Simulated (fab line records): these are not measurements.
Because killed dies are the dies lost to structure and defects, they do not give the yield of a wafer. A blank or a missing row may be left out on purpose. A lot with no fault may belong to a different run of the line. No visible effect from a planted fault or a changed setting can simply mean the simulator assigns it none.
Lot-split experiment || flow n5_finfet || 21 wafers read from 7 lots, route of 1938 steps

## THE SPLIT
At N5_BEOL_M8_EXPOSE_25 (exposes mask V7, target cd 40 nm), the setting dose_mj was moved away from the recipe's 42.5 on 9 of the 21 wafers read, by -5.3% to +5.7%. The other wafers ran this setting at the recipe's value.

## FROM THE SPLIT TO THE READING: what the file shows between them, 2 steps
- N5_BEOL_M8_PEB_26: peb time 60 s
- N5_BEOL_M8_DEVELOP_27: develop time 30 s

## THE READING
Shown in nm: cd_nm at N5_BEOL_M8_CD_MEAS_28, with target cd 40 nm. Typical for fault-free wafers on this fab line: 39.97 nm, with standard deviation 0.23 nm.

{"wafer": "L076.1", "tool, chamber at the split": "euv_scanner-01, 0", "dose_mj as run": 44.49, "against the recipe": "+4.7%", "cd_nm, nm": 40.98, "against lot-mates on the recipe": "no lot-mate on the recipe"}
{"wafer": "L076.2", "tool, chamber at the split": "euv_scanner-01, 0", "dose_mj as run": 44.49, "against the recipe": "+4.7%", "cd_nm, nm": 41.01, "against lot-mates on the recipe": "no lot-mate on the recipe"}
{"wafer": "L076.5", "tool, chamber at the split": "euv_scanner-01, 0", "dose_mj as run": 44.49, "against the recipe": "+4.7%", "cd_nm, nm": 41.37, "against lot-mates on the recipe": "no lot-mate on the recipe"}
{"wafer": "L080.1", "tool, chamber at the split": "euv_scanner-01, 0", "dose_mj as run": 42.5, "against the recipe": "recipe", "cd_nm, nm": 39.94, "against lot-mates on the recipe": "-"}
{"wafer": "L080.3", "tool, chamber at the split": "euv_scanner-01, 0", "dose_mj as run": 42.5, "against the recipe": "recipe", "cd_nm, nm": 39.70, "against lot-mates on the recipe": "-"}
{"wafer": "L080.6", "tool, chamber at the split": "euv_scanner-01, 0", "dose_mj as run": 42.5, "against the recipe": "recipe", "cd_nm, nm": 40.05, "against lot-mates on the recipe": "-"}
{"wafer": "L089.3", "tool, chamber at the split": "euv_scanner-01, 0", "dose_mj as run": 42.5, "against the recipe": "recipe", "cd_nm, nm": 39.87, "against lot-mates on the recipe": "-"}
{"wafer": "L089.4", "tool, chamber at the split": "euv_scanner-01, 0", "dose_mj as run": 44.92, "against the recipe": "+5.7%", "cd_nm, nm": 40.95, "against lot-mates on the recipe": "+1.08"}
{"wafer": "L089.5", "tool, chamber at the split": "euv_scanner-01, 0", "dose_mj as run": 44.92, "against the recipe": "+5.7%", "cd_nm, nm": 40.84, "against lot-mates on the recipe": "+0.97"}
{"wafer": "L094.1", "tool, chamber at the split": "euv_scanner-02, 0", "dose_mj as run": 42.5, "against the recipe": "recipe", "cd_nm, nm": 39.77, "against lot-mates on the recipe": "-"}
{"wafer": "L094.2", "tool, chamber at the split": "euv_scanner-02, 0", "dose_mj as run": 42.5, "against the recipe": "recipe", "cd_nm, nm": 40.35, "against lot-mates on the recipe": "-"}
{"wafer": "L094.5", "tool, chamber at the split": "euv_scanner-02, 0", "dose_mj as run": 43.9, "against the recipe": "+3.3%", "cd_nm, nm": 40.76, "against lot-mates on the recipe": "+0.70"}
{"wafer": "L091.2", "tool, chamber at the split": "euv_scanner-02, 0", "dose_mj as run": 40.23, "against the recipe": "-5.3%", "cd_nm, nm": 38.45, "against lot-mates on the recipe": -1.32}
{"wafer": "L091.4", "tool, chamber at the split": "euv_scanner-02, 0", "dose_mj as run": 42.5, "against the recipe": "recipe", "cd_nm, nm": 39.77, "against lot-mates on the recipe": "-"}
{"wafer": "L091.6", "tool, chamber at the split": "euv_scanner-02, 0", "dose_mj as run": 40.23, "against the recipe": "-5.3%", "cd_nm, nm": 39.00, "against lot-mates on the recipe": -0.77}
{"wafer": "L095.2", "tool, chamber at the split": "euv_scanner-02, 0", "dose_mj as run": 42.5, "against the recipe": "recipe", "cd_nm, nm": 40.15, "against lot-mates on the recipe": "-"}
{"wafer": "L095.3", "tool, chamber at the split": "euv_scanner-02, 0", "dose_mj as run": 42.5, "against the recipe": "recipe", "cd_nm, nm": 40.19, "against lot-mates on the recipe": "-"}
{"wafer": "L095.6", "tool, chamber at the split": "euv_scanner-02, 0", "dose_mj as run": 42.5, "against the recipe": "recipe", "cd_nm, nm": 39.98, "against lot-mates on the recipe": "-"}
{"wafer": "L096.2", "tool, chamber at the split": "euv_scanner-01, 0", "dose_mj as run": 42.5, "against the recipe": "recipe", "cd_nm, nm": 39.98, "against lot-mates on the recipe": "-"}
{"wafer": "L096.4", "tool, chamber at the split": "euv_scanner-01, 0", "dose_mj as run": 44.08, "against the recipe": "+3.7%", "cd_nm, nm": 40.64, "against lot-mates on the recipe": "+0.63"}
{"wafer": "L096.6", "tool, chamber at the split": "euv_scanner-01, 0", "dose_mj as run": 42.5, "against the recipe": "recipe", "cd_nm, nm": 40.04, "against lot-mates on the recipe": "-"}

FIT RESULTS
A straight line over all 21 wafers: cd_nm changes by +0.213 nm for each +1% of dose_mj; r = +0.95; the points scatter about the line by 0.22 nm.
The same after taking each lot's own level away (the mean of its wafers on the recipe; 18 wafers): +0.188 nm for each +1%; r = +0.96; scatter 0.16 nm.
Per that fit: largest dose_mj move, reading shift of 1.1 nm.
The lots' own levels span 39.770 to 40.107 nm, that is 1.5 times the standard deviation above.
In other words, the slope is changed by the lot-to-lot level; the two fits disagree.
Check: for one of the wafers moved furthest among these (+5.7%), held out of the fit, the line's prediction against its lot-mates is +1.06 nm. It came out at +1.08 nm against them.

## OTHER SPLITS ON THESE WAFERS
Before the reading, these wafers also passed through other splits. Each is held against what the fit with the lots' levels taken away leaves over:
{"other split on the same wafers": "N5_BEOL_M7_HM_DEP_02 target_thk_a", "wafers away from the commonest value": 7, "r with cd_nm (lot level and that fit taken away)": "+0.12"}
{"other split on the same wafers": "N5_BEOL_M8_COAT_22 spin_rpm", "wafers away from the commonest value": 6, "r with cd_nm (lot level and that fit taken away)": "+0.27"}

## THE WHOLE CHAIN: every reading that the file lists as answering this split, in the file's order
{"step": "N5_BEOL_M8_CD_MEAS_28", "what it does": "target cd 40 nm", "reading": "cd_nm", "change (the file's fit)": "+0.188 nm for each +1% of the setting", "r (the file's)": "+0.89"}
{"step": "N5_BEOL_M8_DESCUM_33", "what it does": "chemistry O2, time 7 s", "reading": "BEOL_M8.cd_nm (the simulator's own value, which no gauge read)", "change (the file's fit)": "+0.227 nm for each +1% of the setting", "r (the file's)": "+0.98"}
{"step": "N5_BEOL_M8_ETCH_72", "what it does": "etches underlayer in N2/H2, target depth 6.5 nm, time 5.2 s", "reading": "BEOL_M8.cd_nm (the simulator's own value, which no gauge read)", "change (the file's fit)": "+0.223 nm for each +1% of the setting", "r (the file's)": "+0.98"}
{"step": "N5_BEOL_M8_VIA_ETCH_34", "what it does": "etches SiCOH lowk in C4F6/O2, target depth 125.5 nm, time 50.5 s", "reading": "BEOL_M8.cd_nm (the simulator's own value, which no gauge read)", "change (the file's fit)": "+0.203 nm for each +1% of the setting", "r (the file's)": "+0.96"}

## THE FILE'S OWN FIT
cd_nm changes by +0.188 nm for each +1% of dose_mj, r = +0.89.
